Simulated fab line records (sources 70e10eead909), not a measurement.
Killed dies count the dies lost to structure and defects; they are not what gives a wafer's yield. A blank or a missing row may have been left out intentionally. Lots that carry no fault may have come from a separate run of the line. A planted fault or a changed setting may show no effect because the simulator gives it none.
Which tool did it? | flow nand-harc | 24 lots, 72 wafers sampled, at 6 steps of a route of 1302

== WHAT THE GAUGES SHOWED, per wafer ==
Not one reading of a measure or inspect step in the record can be checked against a usual standard deviation.

== EACH LOT AND THE TOOL THAT RAN IT (in order: tool; ch and the chambers of the sampled wafers; start) ==
lot  | NHARC_A_CHANNEL_HOLE_D2_ETCH_34               | NHARC_A_CHANNEL_HOLE_D2_ETCH_20  | NHARC_A_CHANNEL_HOLE_D2_ETCH_23  | NHARC_A_CHANNEL_HOLE_D2_ETCH_25  | NHARC_A_STAIRCASE_DEP_156       | NHARC_A_STAIRCASE_ETCH_169
L074 | rie-diel-01 ch 2,3, day 13 02:53 or earlier   | har-etch-01 ch 0,1, day 13 02:53 | har-etch-01 ch 0,1, day 13 04:20 | har-etch-01 ch 0,1, day 13 05:52 | pecvd-01 ch 1,2, day 15 11:48   | rie-diel-03 ch 2,3, day 15 12:52
L075 | rie-diel-04 ch 0,1,2, day 13 09:16 or earlier | har-etch-02 ch 0,1, day 13 09:16 | har-etch-02 ch 0,1, day 13 10:35 | har-etch-02 ch 0,1, day 13 12:02 | pecvd-04 ch 1,2, day 15 15:13   | rie-diel-09 ch 1,2,3, day 15 16:10
L076 | rie-diel-01 ch 0,3, day 14 03:48 or earlier   | har-etch-01 ch 0,1, day 14 03:48 | har-etch-01 ch 0,1, day 14 05:11 | har-etch-01 ch 0,1, day 14 06:40 | pecvd-01 ch 0,1, day 16 10:43   | rie-diel-03 ch 1,2,3, day 16 11:55
L077 | rie-diel-01 ch 0,3, day 14 13:55 or earlier   | har-etch-01 ch 0,1, day 14 13:55 | har-etch-01 ch 0,1, day 14 15:13 | har-etch-01 ch 0,1, day 14 16:41 | pecvd-03 ch 0,1,2, day 16 20:39 | rie-diel-08 ch 1,2,3, day 16 21:34
L078 | rie-diel-06 ch 0,3, day 14 16:32 or earlier   | har-etch-02 ch 0,1, day 14 16:32 | har-etch-02 ch 0,1, day 14 17:56 | har-etch-02 ch 0,1, day 14 19:26 | pecvd-01 ch 0,1,2, day 16 23:08 | rie-diel-03 ch 2,3, day 17 00:13
L080 | rie-diel-04 ch 0,1,2, day 15 07:01 or earlier | har-etch-01 ch 0,1, day 15 07:01 | har-etch-01 ch 0,1, day 15 08:28 | har-etch-01 ch 0,1, day 15 10:00 | pecvd-01 ch 0,1, day 17 14:34   | rie-diel-09 ch 0,1,2, day 17 15:38
L079 | rie-diel-06 ch 0,1,2, day 15 07:03 or earlier | har-etch-02 ch 0,1, day 15 07:03 | har-etch-02 ch 0,1, day 15 08:22 | har-etch-02 ch 0,1, day 15 09:50 | pecvd-03 ch 1,2, day 17 14:33   | rie-diel-03 ch 1,2,3, day 17 15:47
L081 | rie-diel-06 ch 2,3, day 16 04:07 or earlier   | har-etch-02 ch 0,1, day 16 04:07 | har-etch-02 ch 0,1, day 16 05:38 | har-etch-02 ch 0,1, day 16 07:11 | pecvd-04 ch 0,1,2, day 18 12:16 | rie-diel-08 ch 1,2, day 18 13:14
L082 | rie-diel-01 ch 0,2,3, day 16 14:53 or earlier | har-etch-02 ch 0,1, day 16 14:53 | har-etch-02 ch 0,1, day 16 16:13 | har-etch-02 ch 0,1, day 16 17:40 | pecvd-01 ch 0,2, day 19 00:11   | rie-diel-08 ch 0,3, day 19 01:11
L083 | rie-diel-04 ch 2,3, day 16 17:49 or earlier   | har-etch-01 ch 1, day 16 17:49   | har-etch-01 ch 1, day 16 19:09   | har-etch-01 ch 1, day 16 20:37   | pecvd-04 ch 0,2, day 19 00:16   | rie-diel-08 ch 0,1,3, day 19 01:22
L084 | rie-diel-06 ch 0,1,2, day 17 12:04 or earlier | har-etch-02 ch 0,1, day 17 12:04 | har-etch-02 ch 0,1, day 17 13:22 | har-etch-02 ch 0,1, day 17 14:49 | pecvd-01 ch 0,1,2, day 19 21:08 | rie-diel-09 ch 0,2,3, day 19 22:13
L085 | rie-diel-01 ch 0,3, day 17 15:39 or earlier   | har-etch-01 ch 0,1, day 17 15:39 | har-etch-01 ch 0,1, day 17 17:05 | har-etch-01 ch 0,1, day 17 18:38 | pecvd-01 ch 0,1, day 19 21:20   | rie-diel-03 ch 0,2,3, day 19 22:22
L086 | rie-diel-06 ch 1,2,3, day 18 04:51 or earlier | har-etch-01 ch 0,1, day 18 04:51 | har-etch-01 ch 0,1, day 18 06:10 | har-etch-01 ch 0,1, day 18 07:38 | pecvd-03 ch 0,1, day 20 14:04   | rie-diel-09 ch 2,3, day 20 15:01
L087 | rie-diel-04 ch 0,1, day 18 13:23 or earlier   | har-etch-02 ch 0, day 18 13:23   | har-etch-02 ch 0, day 18 14:46   | har-etch-02 ch 0, day 18 16:16   | pecvd-03 ch 0,2, day 20 18:57   | rie-diel-03 ch 1,2,3, day 20 19:59
L088 | rie-diel-01 ch 0,2,3, day 19 07:43 or earlier | har-etch-01 ch 1, day 19 07:43   | har-etch-01 ch 1, day 19 09:07   | har-etch-01 ch 1, day 19 10:35   | pecvd-04 ch 0,1,2, day 21 13:49 | rie-diel-03 ch 0,2,3, day 21 14:53
L089 | rie-diel-04 ch 2,3, day 19 08:02 or earlier   | har-etch-02 ch 0,1, day 19 08:02 | har-etch-02 ch 0,1, day 19 09:29 | har-etch-02 ch 0,1, day 19 11:01 | pecvd-03 ch 0,2, day 21 13:38   | rie-diel-03 ch 0,1,3, day 21 14:43
L090 | rie-diel-06 ch 0,1, day 20 04:47 or earlier   | har-etch-02 ch 0,1, day 20 04:47 | har-etch-02 ch 0,1, day 20 06:06 | har-etch-02 ch 0,1, day 20 07:32 | pecvd-03 ch 0,1,2, day 22 10:51 | rie-diel-09 ch 0,1, day 22 11:46
L091 | rie-diel-04 ch 1,2,3, day 20 05:28 or earlier | har-etch-01 ch 0,1, day 20 05:28 | har-etch-01 ch 0,1, day 20 06:52 | har-etch-01 ch 0,1, day 20 08:22 | pecvd-01 ch 1,2, day 22 10:52   | rie-diel-09 ch 0,3, day 22 11:56
L093 | rie-diel-06 ch 0,1,2, day 20 21:41 or earlier | har-etch-02 ch 0,1, day 20 21:41 | har-etch-02 ch 0,1, day 20 23:00 | har-etch-02 ch 0,1, day 21 00:28 | pecvd-03 ch 0,1, day 23 08:35   | rie-diel-08 ch 1,2,3, day 23 09:40
L092 | rie-diel-06 ch 0,1,3, day 20 23:37 or earlier | har-etch-01 ch 0,1, day 20 23:37 | har-etch-01 ch 0,1, day 21 01:00 | har-etch-01 ch 0,1, day 21 02:29 | pecvd-01 ch 0,2, day 23 08:25   | rie-diel-08 ch 0,3, day 23 09:22
L094 | rie-diel-04 ch 0,1, day 21 14:11 or earlier   | har-etch-02 ch 0,1, day 21 14:11 | har-etch-02 ch 0,1, day 21 15:31 | har-etch-02 ch 0,1, day 21 16:58 | pecvd-01 ch 0,1,2, day 23 20:11 | rie-diel-09 ch 0,1,2, day 23 21:15
L095 | rie-diel-01 ch 0,1,3, day 22 00:46 or earlier | har-etch-01 ch 0,1, day 22 00:46 | har-etch-01 ch 0,1, day 22 02:16 | har-etch-01 ch 0,1, day 22 03:49 | pecvd-04 ch 1,2, day 24 09:29   | rie-diel-08 ch 0,1,3, day 24 10:26
L096 | rie-diel-04 ch 0,1, day 22 12:52 or earlier   | har-etch-01 ch 0,1, day 22 12:52 | har-etch-01 ch 0,1, day 22 14:24 | har-etch-01 ch 0,1, day 22 15:58 | pecvd-04 ch 0,1,2, day 24 17:56 | rie-diel-03 ch 0,1,2, day 24 18:48
L097 | rie-diel-01 ch 0,1, day 22 16:50 or earlier   | har-etch-02 ch 0,1, day 22 16:50 | har-etch-02 ch 0,1, day 22 18:18 | har-etch-02 ch 0,1, day 22 19:49 | pecvd-01 ch 0,1, day 24 23:46   | rie-diel-09 ch 0,1,2, day 25 00:44
- NHARC_A_CHANNEL_HOLE_D2_ETCH_34: etches the open film in CF4/CHF3, target depth 154 nm, time 77 s.
- NHARC_A_CHANNEL_HOLE_D2_ETCH_20: etches the open film in C4F8/O2/Ar, time 361.9 s, target depth 1600 nm.
- NHARC_A_CHANNEL_HOLE_D2_ETCH_23: etches the open film in C4F8/O2/Ar, time 819 s, target depth 1600 nm.
- NHARC_A_CHANNEL_HOLE_D2_ETCH_25: etches the open film in C4F8/O2/Ar, time 1040.2 s, target depth 1500 nm.
- NHARC_A_STAIRCASE_DEP_156: deposits SiNx, target thk 50 nm.
- NHARC_A_STAIRCASE_ETCH_169: etches the open film in CH3F/O2, target depth 50 nm, time 107.1 s.

== WHAT THE TOOLS THEMSELVES READ (means of the sampled wafers that have a number; where no wafer has one, the mark that the record gives instead) ==
NHARC_A_CHANNEL_HOLE_D2_ETCH_34. Usual: drypump-motor-current-A 5.9 A, standard deviation 0.4; oes-product-au 0.955 a.u., standard deviation 0.021; rf-vpp-V 370.8 V, standard deviation 1.9; showerhead-plenum-p-Torr 1.58 Torr, standard deviation 0.057; throttle-valve-pct 16.801 %, standard deviation 0.0094.
lot  | tool        | drypump-motor-current-A (A) | oes-product-au (a.u.) | rf-vpp-V (V) | showerhead-plenum-p-Torr (Torr) | throttle-valve-pct (%) | flag
L074 | rie-diel-01 | 5.8                         | 0.926                 | 369.5        | 1.55                            | 16.793                 |
L075 | rie-diel-04 | 5.4                         | 0.969                 | 371.9        | 1.63                            | 16.801                 |
L076 | rie-diel-01 | 5.9                         | 0.940                 | 370.6        | 1.56                            | 16.803                 |
L077 | rie-diel-01 | 5.9                         | 0.986                 | 370.0        | 1.56                            | 16.803                 |
L078 | rie-diel-06 | 6.0                         | 0.975                 | 369.1        | 1.52                            | 16.798                 |
L080 | rie-diel-04 | 5.4                         | 0.929                 | 372.4        | 1.63                            | 16.802                 |
L079 | rie-diel-06 | 6.2                         | 0.931                 | 370.9        | 1.58                            | 16.802                 |
L081 | rie-diel-06 | 6.1                         | 0.958                 | 368.1        | 1.51                            | 16.802                 |
L082 | rie-diel-01 | 5.8                         | 0.951                 | 369.3        | 1.57                            | 16.803                 |
L083 | rie-diel-04 | 5.4                         | 0.978                 | 372.7        | 1.66                            | 16.797                 |
L084 | rie-diel-06 | 6.2                         | 0.967                 | 371.4        | 1.58                            | 16.809                 |
L085 | rie-diel-01 | 5.9                         | 0.993                 | 370.3        | 1.56                            | 16.807                 |
L086 | rie-diel-06 | 6.1                         | 0.971                 | 370.6        | 1.56                            | 16.798                 |
L087 | rie-diel-04 | 5.5                         | 0.956                 | 372.0        | 1.62                            | 16.796                 |
L088 | rie-diel-01 | 5.8                         | 0.958                 | 370.5        | 1.57                            | 16.796                 |
L089 | rie-diel-04 | 5.4                         | 0.933                 | 373.5        | 1.65                            | 16.804                 |
L090 | rie-diel-06 | 6.0                         | 0.990                 | 371.6        | 1.61                            | 16.809                 |
L091 | rie-diel-04 | 5.6                         | 0.958                 | 372.2        | 1.63                            | 16.798                 |
L093 | rie-diel-06 | 6.2                         | 0.928                 | 370.1        | 1.58                            | 16.799                 |
L092 | rie-diel-06 | 6.0                         | 0.932                 | 370.1        | 1.56                            | 16.806                 |
L094 | rie-diel-04 | 5.5                         | 0.958                 | 371.2        | 1.62                            | 16.804                 |
L095 | rie-diel-01 | 6.1                         | 0.972                 | 369.7        | 1.55                            | 16.807                 |
L096 | rie-diel-04 | 5.6                         | 0.970                 | 371.1        | 1.59                            | 16.802                 |
L097 | rie-diel-01 | 6.1                         | 0.953                 | 370.2        | 1.57                            | 16.800                 |

NHARC_A_CHANNEL_HOLE_D2_ETCH_20. Usual: drypump-motor-current-A 6.3 A, standard deviation 0.36; showerhead-plenum-p-Torr 3.69 Torr, standard deviation 0.1; throttle-valve-pct 32.155 %, standard deviation 0.0095.
lot  | tool        | drypump-motor-current-A (A) | showerhead-plenum-p-Torr (Torr) | throttle-valve-pct (%) | flag
L074 | har-etch-01 | 6.3                         | 3.69                            | 32.145                 |
L075 | har-etch-02 | 6.5                         | 3.67                            | 32.158                 |
L076 | har-etch-01 | 6.0                         | 3.67                            | 32.157                 |
L077 | har-etch-01 | 6.3                         | 3.68                            | 32.158                 |
L078 | har-etch-02 | 6.3                         | 3.61                            | 32.156                 |
L080 | har-etch-01 | 6.3                         | 3.68                            | 32.155                 |
L079 | har-etch-02 | 6.3                         | 3.61                            | 32.155                 |
L081 | har-etch-02 | 6.5                         | 3.65                            | 32.152                 |
L082 | har-etch-02 | 6.3                         | 3.59                            | 32.158                 |
L083 | har-etch-01 | 5.7                         | 3.64                            | 32.143                 |
L084 | har-etch-02 | 6.3                         | 3.85                            | 32.151                 |
L085 | har-etch-01 | 6.3                         | 3.65                            | 32.159                 |
L086 | har-etch-01 | 6.2                         | 3.65                            | 32.153                 |
L087 | har-etch-02 | 6.6                         | 3.69                            | 32.151                 |
L088 | har-etch-01 | 5.7                         | 3.62                            | 32.163                 |
L089 | har-etch-02 | 6.3                         | 3.84                            | 32.160                 |
L090 | har-etch-02 | 6.3                         | 3.83                            | 32.153                 |
L091 | har-etch-01 | 6.3                         | 3.63                            | 32.159                 |
L093 | har-etch-02 | 6.5                         | 3.76                            | 32.154                 |
L092 | har-etch-01 | 6.0                         | 3.62                            | 32.156                 |
L094 | har-etch-02 | 6.5                         | 3.75                            | 32.147                 |
L095 | har-etch-01 | 6.3                         | 3.62                            | 32.149                 |
L096 | har-etch-01 | 6.3                         | 3.62                            | 32.152                 |
L097 | har-etch-02 | 6.5                         | 3.74                            | 32.153                 |

NHARC_A_CHANNEL_HOLE_D2_ETCH_23. Usual: drypump-motor-current-A 6.3 A, standard deviation 0.36; showerhead-plenum-p-Torr 3.69 Torr, standard deviation 0.1; throttle-valve-pct 32.154 %, standard deviation 0.0088.
lot  | tool        | drypump-motor-current-A (A) | showerhead-plenum-p-Torr (Torr) | throttle-valve-pct (%) | flag
L074 | har-etch-01 | 6.3                         | 3.69                            | 32.156                 |
L075 | har-etch-02 | 6.5                         | 3.67                            | 32.155                 |
L076 | har-etch-01 | 6.0                         | 3.67                            | 32.158                 |
L077 | har-etch-01 | 6.3                         | 3.68                            | 32.158                 |
L078 | har-etch-02 | 6.3                         | 3.61                            | 32.155                 |
L080 | har-etch-01 | 6.3                         | 3.68                            | 32.157                 |
L079 | har-etch-02 | 6.3                         | 3.60                            | 32.157                 |
L081 | har-etch-02 | 6.5                         | 3.65                            | 32.156                 |
L082 | har-etch-02 | 6.3                         | 3.59                            | 32.154                 |
L083 | har-etch-01 | 5.7                         | 3.64                            | 32.146                 |
L084 | har-etch-02 | 6.3                         | 3.85                            | 32.150                 |
L085 | har-etch-01 | 6.3                         | 3.65                            | 32.158                 |
L086 | har-etch-01 | 6.3                         | 3.65                            | 32.148                 |
L087 | har-etch-02 | 6.6                         | 3.69                            | 32.161                 |
L088 | har-etch-01 | 5.7                         | 3.62                            | 32.154                 |
L089 | har-etch-02 | 6.3                         | 3.84                            | 32.156                 |
L090 | har-etch-02 | 6.3                         | 3.83                            | 32.157                 |
L091 | har-etch-01 | 6.3                         | 3.63                            | 32.157                 |
L093 | har-etch-02 | 6.5                         | 3.76                            | 32.159                 |
L092 | har-etch-01 | 6.0                         | 3.62                            | 32.150                 |
L094 | har-etch-02 | 6.5                         | 3.75                            | 32.148                 |
L095 | har-etch-01 | 6.3                         | 3.62                            | 32.155                 |
L096 | har-etch-01 | 6.3                         | 3.62                            | 32.153                 |
L097 | har-etch-02 | 6.5                         | 3.74                            | 32.159                 |

NHARC_A_CHANNEL_HOLE_D2_ETCH_25. Usual: drypump-motor-current-A 6.3 A, standard deviation 0.36; showerhead-plenum-p-Torr 3.68 Torr, standard deviation 0.1; throttle-valve-pct 32.235 %, standard deviation 0.0099.
lot  | tool        | drypump-motor-current-A (A) | showerhead-plenum-p-Torr (Torr) | throttle-valve-pct (%) | flag
L074 | har-etch-01 | 6.3                         | 3.68                            | 32.224                 |
L075 | har-etch-02 | 6.5                         | 3.67                            | 32.236                 |
L076 | har-etch-01 | 6.0                         | 3.67                            | 32.237                 |
L077 | har-etch-01 | 6.3                         | 3.67                            | 32.228                 |
L078 | har-etch-02 | 6.3                         | 3.60                            | 32.234                 |
L080 | har-etch-01 | 6.3                         | 3.67                            | 32.226                 |
L079 | har-etch-02 | 6.3                         | 3.60                            | 32.239                 |
L081 | har-etch-02 | 6.5                         | 3.65                            | 32.228                 |
L082 | har-etch-02 | 6.3                         | 3.59                            | 32.234                 |
L083 | har-etch-01 | 5.7                         | 3.64                            | 32.233                 |
L084 | har-etch-02 | 6.3                         | 3.85                            | 32.233                 |
L085 | har-etch-01 | 6.3                         | 3.65                            | 32.236                 |
L086 | har-etch-01 | 6.3                         | 3.64                            | 32.225                 |
L087 | har-etch-02 | 6.6                         | 3.69                            | 32.232                 |
L088 | har-etch-01 | 5.7                         | 3.61                            | 32.239                 |
L089 | har-etch-02 | 6.3                         | 3.83                            | 32.240                 |
L090 | har-etch-02 | 6.3                         | 3.83                            | 32.242                 |
L091 | har-etch-01 | 6.3                         | 3.63                            | 32.232                 |
L093 | har-etch-02 | 6.5                         | 3.75                            | 32.241                 |
L092 | har-etch-01 | 6.0                         | 3.61                            | 32.234                 |
L094 | har-etch-02 | 6.5                         | 3.74                            | 32.238                 |
L095 | har-etch-01 | 6.3                         | 3.61                            | 32.232                 |
L096 | har-etch-01 | 6.3                         | 3.61                            | 32.245                 |
L097 | har-etch-02 | 6.5                         | 3.73                            | 32.235                 |

NHARC_A_STAIRCASE_DEP_156. Usual: heater-power-w reads 696 W (standard deviation 66).
lot  | tool     | heater-power-w (W) | flag
L074 | pecvd-01 | 745                |
L075 | pecvd-04 | 686                |
L076 | pecvd-01 | 723                |
L077 | pecvd-03 | 679                |
L078 | pecvd-01 | 784                |
L080 | pecvd-01 | 767                |
L079 | pecvd-03 | 652                |
L081 | pecvd-04 | 642                |
L082 | pecvd-01 | 707                |
L083 | pecvd-04 | 610                |
L084 | pecvd-01 | 779                |
L085 | pecvd-01 | 738                |
L086 | pecvd-03 | 729                |
L087 | pecvd-03 | 702                |
L088 | pecvd-04 | 649                |
L089 | pecvd-03 | 707                |
L090 | pecvd-03 | 667                |
L091 | pecvd-01 | 707                |
L093 | pecvd-03 | 694                |
L092 | pecvd-01 | 690                |
L094 | pecvd-01 | 707                |
L095 | pecvd-04 | 688                |
L096 | pecvd-04 | 626                |
L097 | pecvd-01 | 714                |

NHARC_A_STAIRCASE_ETCH_169. Usual: drypump-motor-current-A 5.6 A, standard deviation 0.46; oes-product-au 0.964 a.u., standard deviation 0.016; rf-vpp-V 244.5 V, standard deviation 1.4; showerhead-plenum-p-Torr 2.46 Torr, standard deviation 0.086; throttle-valve-pct 20.662 %, standard deviation 0.009.
lot  | tool        | drypump-motor-current-A (A) | oes-product-au (a.u.) | rf-vpp-V (V) | showerhead-plenum-p-Torr (Torr) | throttle-valve-pct (%) | flag
L074 | rie-diel-03 | 5.4                         | 0.979                 | 246.1        | 2.57                            | 20.666                 |
L075 | rie-diel-09 | 5.9                         | 0.964                 | 245.2        | 2.48                            | 20.661                 |
L076 | rie-diel-03 | 5.5                         | 0.945                 | 244.8        | 2.50                            | 20.665                 |
L077 | rie-diel-08 | 5.4                         | 0.960                 | 245.4        | 2.49                            | 20.660                 |
L078 | rie-diel-03 | 5.1                         | 0.964                 | 245.2        | 2.49                            | 20.656                 |
L080 | rie-diel-09 | 5.6                         | 0.958                 | 244.4        | 2.46                            | 20.655                 |
L079 | rie-diel-03 | 5.5                         | 0.973                 | 244.6        | 2.50                            | 20.666                 |
L081 | rie-diel-08 | 5.6                         | 0.964                 | 245.2        | 2.52                            | 20.663                 |
L082 | rie-diel-08 | 5.2                         | 0.962                 | 245.1        | 2.50                            | 20.664                 |
L083 | rie-diel-08 | 5.4                         | 0.949                 | 245.5        | 2.54                            | 20.666                 |
L084 | rie-diel-09 | 6.0                         | 0.966                 | 244.8        | 2.46                            | 20.659                 |
L085 | rie-diel-03 | 5.2                         | 0.984                 | 245.6        | 2.48                            | 20.659                 |
L086 | rie-diel-09 | 5.9                         | 0.948                 | 245.0        | 2.49                            | 20.675                 |
L087 | rie-diel-03 | 5.5                         | 0.979                 | 244.4        | 2.49                            | 20.661                 |
L088 | rie-diel-03 | 5.2                         | 0.961                 | 244.6        | 2.47                            | 20.663                 |
L089 | rie-diel-03 | 5.7                         | 0.961                 | 244.4        | 2.47                            | 20.660                 |
L090 | rie-diel-09 | 5.7                         | 0.975                 | 243.8        | 2.41                            | 20.662                 |
L091 | rie-diel-09 | 6.3                         | 0.954                 | 244.3        | 2.44                            | 20.676                 |
L093 | rie-diel-08 | 5.4                         | 0.974                 | 244.2        | 2.47                            | 20.667                 |
L092 | rie-diel-08 | 5.2                         | 0.975                 | 244.0        | 2.48                            | 20.655                 |
L094 | rie-diel-09 | 5.6                         | 0.950                 | 245.1        | 2.44                            | 20.654                 |
L095 | rie-diel-08 | 5.4                         | 0.970                 | 244.8        | 2.52                            | 20.663                 |
L096 | rie-diel-03 | 5.4                         | 0.971                 | 243.1        | 2.38                            | 20.667                 |
L097 | rie-diel-09 | 5.6                         | 0.943                 | 243.1        | 2.43                            | 20.653                 |

== THE ANSWER, worked out from the rows above alone ==
Rule: a lot is off if the mean of its wafers that have a number lies more than 3 standard deviations from the usual mean. A lot without any number at a reading at which 4 lots or more have one is off too. The other lots that the step has rows for count as sound. After the gauges, taken in route order, come the tools' own readings; for these a lot's mean is taken, as printed above. The first step at which some lot is off is used, and at that step the reading that is off furthest; a lot without a number counts as furthest.
Across all readings shown, no lot is off: no conclusion can be drawn from this.

== WHAT WAS PUT IN BY THE SIMULATOR ==
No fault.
